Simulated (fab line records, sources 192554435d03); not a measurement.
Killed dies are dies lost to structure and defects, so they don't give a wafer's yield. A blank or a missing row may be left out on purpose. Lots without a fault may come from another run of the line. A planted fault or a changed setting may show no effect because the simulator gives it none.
One fault seen from 2 desks | flow n5_finfet | each desk has only its own numbers; what lay behind them comes last

THE METROLOGY DESK
What the gauges read, lot by lot, whatever tool the lot ran on: means of the sampled wafers that have a number. A lot is out of limits, marked OUT, if its mean lies more than 4 standard deviations from the usual mean; the brackets give that distance. Of its 11 readings 7 are shown: those that lie furthest out on some lot.
Columns: A = cd_nm at N5_BEOL_M0_SAQP_CD_MEAS_25, usual 12.77 nm; B = DIBL_P at N5_BEOL_M4_RC_MEAS_101, usual 36.5 mV/V; C = IOFF_P at N5_BEOL_M4_RC_MEAS_101, usual 0.22 nA/um; D = ION_N at N5_BEOL_M4_RC_MEAS_101, usual 677 uA/um; E = ION_P at N5_BEOL_M4_RC_MEAS_101, usual 463 uA/um; F = SS_P at N5_BEOL_M4_RC_MEAS_101, usual 73.3 mV/dec; G = VT_P at N5_BEOL_M4_RC_MEAS_101, usual -250 mV
lot  | first seen here | A     | B    | C    | D   | E   | F    | G
L577 | day 6 05:07     | 12.51 | 39.5 | 0.22 | 692 | 466 | 74.2 | -251
L578 | day 6 17:09     | 12.75 | 35.0 | 0.18 | 678 | 462 | 73.3 | -252
L584 | day 8 01:15     | 12.82 | 35.1 | 0.21 | 673 | 449 | 73.2 | -250
L587 | day 8 22:55     | 12.42 | 38.3 | 0.22 | 685 | 465 | 73.4 | -252
L592 | day 9 23:31     | 12.82 | 37.7 | 0.22 | 668 | 460 | 73.6 | -248
L593 | day 10 02:37    | 12.75 | 37.8 | 0.29 | 695 | 485 | 73.1 | -242
This desk's finding: nothing out of limits on any of the 6 lots.

THE TOOL OWNER'S DESK: rie_si-01
The tool's own readings at N5_BEOL_M0_SAQP_ETCH_102 (etches SiO2 in CF4, target depth 4 nm, time 4.4 s): means of the sampled wafers that have a number, for each lot that ran on this tool. A lot is out of limits, marked OUT, if its mean lies more than 4 standard deviations from the usual mean; the brackets give that distance.
Columns: A = drypump_motor_current_A at N5_BEOL_M0_SAQP_ETCH_102, usual 5.6 A; B = oes_product_au at N5_BEOL_M0_SAQP_ETCH_102, usual 0.997 a.u.; C = throttle_valve_pct at N5_BEOL_M0_SAQP_ETCH_102, usual 21.76 %
lot  | first seen here | A   | B     | C
L577 | day 6 05:16     | 5.7 | 0.997 | 21.63
L584 | day 8 01:24     | 6.0 | 0.911 | 21.92
L587 | day 8 23:04     | 6.0 | 0.921 | 21.93
This desk's finding: nothing out of limits on any of the 3 lots.

PUT TOGETHER
The metrology desk saw nothing out of limits.
The tool owner's desk saw nothing out of limits.

WHAT THE SIMULATOR HAD PUT IN
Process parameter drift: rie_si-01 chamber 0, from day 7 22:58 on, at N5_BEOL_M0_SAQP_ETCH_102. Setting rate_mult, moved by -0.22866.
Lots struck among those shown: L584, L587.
